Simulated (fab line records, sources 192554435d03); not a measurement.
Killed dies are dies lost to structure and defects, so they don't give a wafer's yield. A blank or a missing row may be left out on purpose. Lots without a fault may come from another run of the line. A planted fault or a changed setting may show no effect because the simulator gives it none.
Problem report in the 8D (eight disciplines) form, filled by code | flow n5_finfet | the parts of the form that need people (team, actions taken, sign-off) are left out

1. THE PROBLEM
bias_w at N5_MIM_TOP_ETCH_ETCH_00 reads a mean of 139.0 W on 3 wafers of 2 lots; wafers without a fault read 126.0 W with a standard deviation of 0.39. That is +33 standard deviations from the usual mean.
The step: etches TiN in Cl2/BCl3, target depth 38.5 nm.
First seen on wafer L140.4, day 15 06:43, on rie_metal-02. The record holds 18 wafers of 6 lots with a number at this step. Rule for "out", or "out of limits": more than 4 standard deviations from the usual mean. The other wafers with a number count as sound.

2. WHAT IT IS AND WHAT IT IS NOT
question                    | is                     | is not
which readings at this step | bias_w                 | bcl3_flow_sccm, drypump_motor_current_A, oes_product_au, throttle_valve_pct
which lots                  | L140, L143             | L131, L136, L146, L149
which wafers of those lots  | L140.4, L140.5, L143.4 | L140.3, L143.3, L143.5
read on which tools         | rie_metal-02           | rie_metal-01, rie_metal-03
when                        | from day 15 06:43      | up to then (7 sound wafers); but 8 sound wafers of L143, L146, L149 came after

3. SUSPECTS, AND WHAT RULES EACH OUT
Counting: a tool at a process step up to the reading stays a suspect if it ran every lot that is out. Sound lots after the first of them don't rule it out here, since some wafers of a struck lot are sound.
- rie_metal-02 at N5_MIM_TOP_ETCH_ETCH_00 (etches TiN in Cl2/BCl3, target depth 38.5 nm): kept. It ran every lot that is out, first L140 (day 15 06:43); its last sound lot up to then is L131 (day 12 09:56). Its own readings are out on those wafers: bias_w.
- Within rie_metal-02 at N5_MIM_TOP_ETCH_ETCH_00: the wafers that are out ran in chamber 0; their sound lot-mates ran in chamber 1.
Left after counting: rie_metal-02 at N5_MIM_TOP_ETCH_ETCH_00.

4. THE CAUSE (what the simulator had put in)
Process parameter drift: rie_metal-02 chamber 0, from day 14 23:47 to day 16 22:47, at N5_MIM_TOP_ETCH_ETCH_00. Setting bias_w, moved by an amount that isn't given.
Counting left only this tool.

5. THE CHAIN OF EFFECTS, in route order
Each row: a reading whose mean over the struck wafers that have a number lies more than 3 standard deviations from the usual. Only readings for which the record gives a usual standard deviation are gone through. hours: the time from each lot's start at the first step in this table that gives one to its start at this step, as a median over the lots. sigmas: the change in usual standard deviations.
hours | step                    | reading | usual   | on struck wafers | change | sigmas
0     | N5_MIM_TOP_ETCH_ETCH_00 | bias_w  | 126.0 W | 139.0            | +13.0  | +33
The process steps in it:
- N5_MIM_TOP_ETCH_ETCH_00: etches TiN in Cl2/BCl3, target depth 38.5 nm.

6. WHAT WOULD HAVE CAUGHT IT SOONER
In this record the first reading out of limits was taken at day 15 06:43, 7 hours after the fault began at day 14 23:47.
